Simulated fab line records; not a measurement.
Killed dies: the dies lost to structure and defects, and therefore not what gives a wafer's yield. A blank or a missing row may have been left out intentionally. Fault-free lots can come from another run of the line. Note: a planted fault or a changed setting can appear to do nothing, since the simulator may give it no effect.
Chamber matching ; flow nand_harc ; NHARC_A_BONDPAD_CMP_29 on cmp-04: 3 sister chambers
The step polishes SiCN, target thk 200 nm. 18 wafers are shown with their chamber, then 7 later ones without.

WAFERS WITH THEIR CHAMBER
wafer;chamber;motor_current_A (A);slurry_filter_dp_kPa (kPa)
L757.2;2;11.3;13.43
L757.4;3;12.8;13.54
L757.5;0;12.9;13.73
L754.1;3;12.8;13.57
L754.2;0;12.5;13.49
L754.4;2;10.7;13.57
L755.1;0;12.8;13.79
L755.3;2;11.4;13.71
L755.6;2;11.1;13.45
L760.1;0;12.7;13.29
L760.2;2;11.4;13.56
L760.6;0;13.1;13.38
L759.2;0;11.8;13.64
L759.3;2;11.6;13.41
L759.4;3;12.8;13.68
L764.1;2;10.9;13.73
L764.3;0;12.1;13.57
L764.4;3;13.2;13.28

SIGNATURES, as means of the wafers listed above
reading;chamber 0;chamber 2;chamber 3;scatter within a chamber
motor_current_A;12.557;11.200;12.900;0.365
slurry_filter_dp_kPa;13.5557;13.5514;13.5175;0.161
Rule: for a wafer and a chamber, the distance is found by dividing, reading by reading, the gap between the wafer's reading and the chamber's mean by the reading's scatter, squaring, summing and taking the root. If the next closest chamber is less than 2 further off than the closest, the wafer can't be placed; otherwise it belongs to the closest. How the scatter is found: for the shown wafers, subtract from each reading the mean of its chamber, square and add these, divide the total by (wafers less chambers), then take the root.

WAFERS WHOSE CHAMBER IS MISSING
wafer;motor_current_A (A);slurry_filter_dp_kPa (kPa)
L765.2;10.8;13.39
L765.4;13.3;13.39
L765.6;13.6;13.46
L770.1;11.7;13.51
L770.5;12.0;13.50
L772.1;13.6;13.21
L772.5;11.3;13.69

CHAMBER TAKEN BY EACH
wafer;from the rows above;in truth
L765.2;2;2
L765.4;can't be placed: 3 or 0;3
L765.6;can't be placed: 3 or 0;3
L770.1;can't be placed: 2 or 0 or 3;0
L770.5;can't be placed: 0 or 2 or 3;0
L772.1;can't be placed: 3 or 0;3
L772.5;2;2
Correctly placed: 2 of 7. From these rows, 5 cannot be placed; in 5 the true chamber is one of the candidates. 0 placed wrongly.
